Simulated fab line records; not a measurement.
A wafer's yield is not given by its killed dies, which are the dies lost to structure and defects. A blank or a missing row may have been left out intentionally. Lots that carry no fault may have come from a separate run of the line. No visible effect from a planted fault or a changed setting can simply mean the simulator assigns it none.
Comparing a struck lot with a sound one :: flow n5Finfet :: 26 steps out of a route of 1938
Sound: the wafers L509.1, L509.3, L509.5. Wafers L496.1, L496.5, L496.6 were the ones struck. The cause is named last.
For every step that has rows: the tool of each side, followed by ch and its chambers, followed by its first start. Under that, the readings that differ: sound wafers :: struck wafers :: difference of the means :: sigmas: that difference in standard deviations of wafers without a fault.
alike: same words and numbers on both sides, and readings whose means sit less than 2 such deviations apart. not compared: any withheld reading, any reading some wafer has no value for, any bound like >300 that may hide the same value, and any number with overlapping values for which the record gives no deviation.
A row with sigmas, a row that says differs or no value, or rows on one side alone: a step with any of these is where the two part. Numbers that have no deviation but don't overlap get no sigmas and don't part them. A reading that every wafer of one side lacks parts them only if that side has two wafers or more.

first, 10 steps without rows for these wafers: N5_BEOL_M3_DESCUM_16 (chemistry O2, time 7 s); N5_BEOL_M3_ETCH_74 (etches underlayer in N2/H2, target depth 6.5 nm, time 5.2 s); N5_BEOL_M3_ETCH_63 (etches SiARC in CF4, target depth 15.6 nm, time 26 s); N5_BEOL_M3_ETCH_64 (etches SOC in N2/H2, target depth 75 nm, overetch 15 nm, time 112.5 s); N5_BEOL_M3_STRIP_65 (strips in N2/H2); N5_BEOL_M3_STRIP_75 (strips in N2/H2); N5_BEOL_M3_STRIP_66 (strips in CF4); N5_BEOL_M3_HM_OPEN_17 (chemistry Cl2/BCl3, target TiN, target depth 20 nm, overetch 6 nm); N5_BEOL_M3_STRIP_19 (strips in O2); N5_BEOL_M3_COAT_67 (time 60 s, resist thk 60 nm).
N5_BEOL_M3_COAT_68: time 60 s, resist thk 12 nm.
  sound on lithoTrack-04 ch 0, day 11 09:11; struck on lithoTrack-05 ch 0, day 8 02:45
reading: spinSpeedRpm (rpm)
sound: 1499.9 1502.2 1499.7
struck: 1819.1 1820.5 1819.6
difference: +319.1
sigmas: +99 or more

reading: model.SiARC_of_BEOL_M3_COAT_68.thkNm (nm)
sound: 12 12 12
struck: 10.8 10.8 10.8
difference: -1.2
sigmas: 
  alike: heaterPowerTotalW
then, 9 steps without rows for these wafers: N5_BEOL_M3_COAT_76 (time 60 s, resist thk 5 nm); N5_BEOL_M3_COAT_22 (resist thk 30 nm); N5_BEOL_M3_EBR_24; N5_BEOL_M3_SOFTBAKE_23 (time 60 s); N5_BEOL_M3_EXPOSE_25 (exposes mask V2, defocus 5 nm); N5_BEOL_M3_PEB_26 (peb time 60 s); N5_BEOL_M3_DEVELOP_27 (develop time 30 s); N5_BEOL_M3_DESCUM_33 (chemistry O2, time 7 s); N5_BEOL_M3_ETCH_77 (etches underlayer in N2/H2, target depth 6.5 nm, time 5.2 s).
N5_BEOL_M3_ETCH_69: etches SiARC in CF4, target depth 15.6 nm, time 26 s.
  sound on rieDiel-03 ch 1,3, day 11 09:46; struck on rieDiel-06 ch 0,3, day 8 03:12
reading: etchRfOnTimeS (s)
sound: 27.8 25.9 27.8
struck: 24.2 22.9 24.1
difference: -3.4
sigmas: -4

reading: model.etch.depthNm (nm)
sound: 12.01 12.02 12.02
struck: 10.88 10.87 10.9
difference: -1.13
sigmas: 
  alike: biasW, drypumpMotorCurrentA, oesProductAu, rfVppV, showerheadPlenumPTorr, throttleValvePct
  not compared: rfHoursCounterH
then, 2 steps without rows for these wafers: N5_BEOL_M3_ALD_98 (deposits SiO2, target thk 2.5 nm, pulse time 1 s, co reactant pulse time 1 s); N5_BEOL_M3_ETCHBACK_99 (etches SiO2 in CHF3, target depth 5 nm, time 10.4 s).
N5_BEOL_M3_ETCH_70: etches SOC in N2/H2, target depth 80 nm, overetch 16 nm, time 120 s.
  sound on rieDiel-06 ch 1,3, day 11 10:47; struck on rieDiel-06 ch 0,1, day 8 05:07
reading: model.SiARC_of_BEOL_M3_COAT_68.thkNm (nm)
sound: 6.6 6 6.6
struck: 5.2 5.2 5
difference: -1.3
sigmas: 
  alike: biasW, drypumpMotorCurrentA, oesProductAu, rfVppV, showerheadPlenumPTorr, tempC, throttleValvePct
  not compared: rfHoursCounterH
then, 1 step without rows for these wafers: N5_BEOL_M3_STRIP_71 (strips in N2/H2).
N5_BEOL_M4_RC_MEAS_101:
  sound on prober-02 ch 0, day 12 15:11; struck on prober-01 ch 0, day 9 03:53
  alike: DIBL_N, DIBL_P, IOFF_N, IOFF_P, ION_N, ION_P, SS_N, SS_P, VT_N, VT_P

## WHERE THEY PART
At N5_BEOL_M3_COAT_68 first; at N5_BEOL_M3_ETCH_69 last (within this record only). Later steps at which nothing parts them and some readings are alike: N5_BEOL_M3_ETCH_70, N5_BEOL_M4_RC_MEAS_101.

WHY: the cause the simulator had injected
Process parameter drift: lithoTrack-05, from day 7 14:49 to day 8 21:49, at N5_BEOL_M3_COAT_68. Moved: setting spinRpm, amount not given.
